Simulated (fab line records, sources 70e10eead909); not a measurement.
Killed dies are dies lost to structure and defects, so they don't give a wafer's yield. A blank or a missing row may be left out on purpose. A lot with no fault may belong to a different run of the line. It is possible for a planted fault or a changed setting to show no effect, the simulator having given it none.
Chamber matching -- flow nand_harc -- 4 sister chambers for NHARC_P_M2_ETCH_28 on rie_diel-07
The step etches the open film in CF4/N2, target depth 30 nm, time 72.99 s. 16 wafers are shown with their chamber, then 8 later ones without.

== EACH WAFER AND ITS CHAMBER ==
wafer,chamber,showerhead_plenum_p_Torr (Torr),drypump_motor_current_A (A),rf_vpp_V (V)
L109.2,0,2.48,5.5,311.0
L109.3,2,2.82,5.8,318.1
L109.6,3,2.67,6.3,314.1
L111.2,3,2.67,6.3,316.0
L111.5,1,2.68,6.6,314.6
L111.6,2,2.82,5.8,317.0
L110.3,2,2.81,5.8,317.7
L110.4,1,2.68,6.7,316.2
L110.5,1,2.68,6.7,315.1
L113.3,0,2.48,5.4,310.3
L113.4,3,2.67,6.3,314.9
L113.5,3,2.67,6.3,315.1
L112.3,1,2.68,6.6,314.3
L112.5,2,2.82,5.8,317.1
L112.6,1,2.68,6.7,313.7
L114.2,0,2.48,5.4,312.1

SIGNATURES (means of the wafers above)
reading,chamber 0,chamber 1,chamber 2,chamber 3,scatter within a chamber
showerhead_plenum_p_Torr,2.4800,2.6800,2.8175,2.6700,0.0025
drypump_motor_current_A,5.433,6.660,5.800,6.300,0.0394
rf_vpp_V,311.133,314.780,317.475,315.025,0.808
Rule: a wafer lies at a distance from a chamber equal to the root of the sum of squares, over the readings, of (its reading less the chamber's mean, divided by the reading's scatter). If the next closest chamber is less than 2 further off than the closest, the wafer can't be placed; otherwise it belongs to the closest. The scatter: take each reading less its chamber's mean, square it, sum over the shown wafers, divide by the number of wafers less the number of chambers, and take the root.

== WAFERS WHOSE CHAMBER IS MISSING ==
wafer,showerhead_plenum_p_Torr (Torr),drypump_motor_current_A (A),rf_vpp_V (V)
L114.3,2.67,6.3,316.2
L114.6,2.48,5.4,310.0
L116.1,2.67,6.3,315.0
L116.2,2.81,5.8,317.9
L116.6,2.48,5.4,312.7
L118.2,2.48,5.4,311.1
L118.3,2.81,5.8,318.3
L118.4,2.67,6.3,314.9

== WHICH CHAMBER EACH ONE RAN IN ==
wafer,from the rows above,in truth
L114.3,3,3
L114.6,0,0
L116.1,3,3
L116.2,2,2
L116.6,0,0
L118.2,0,0
L118.3,2,2
L118.4,3,3
Correct placement for 8 of the 8. Left unplaced by these rows: 0. 0 placed wrongly.
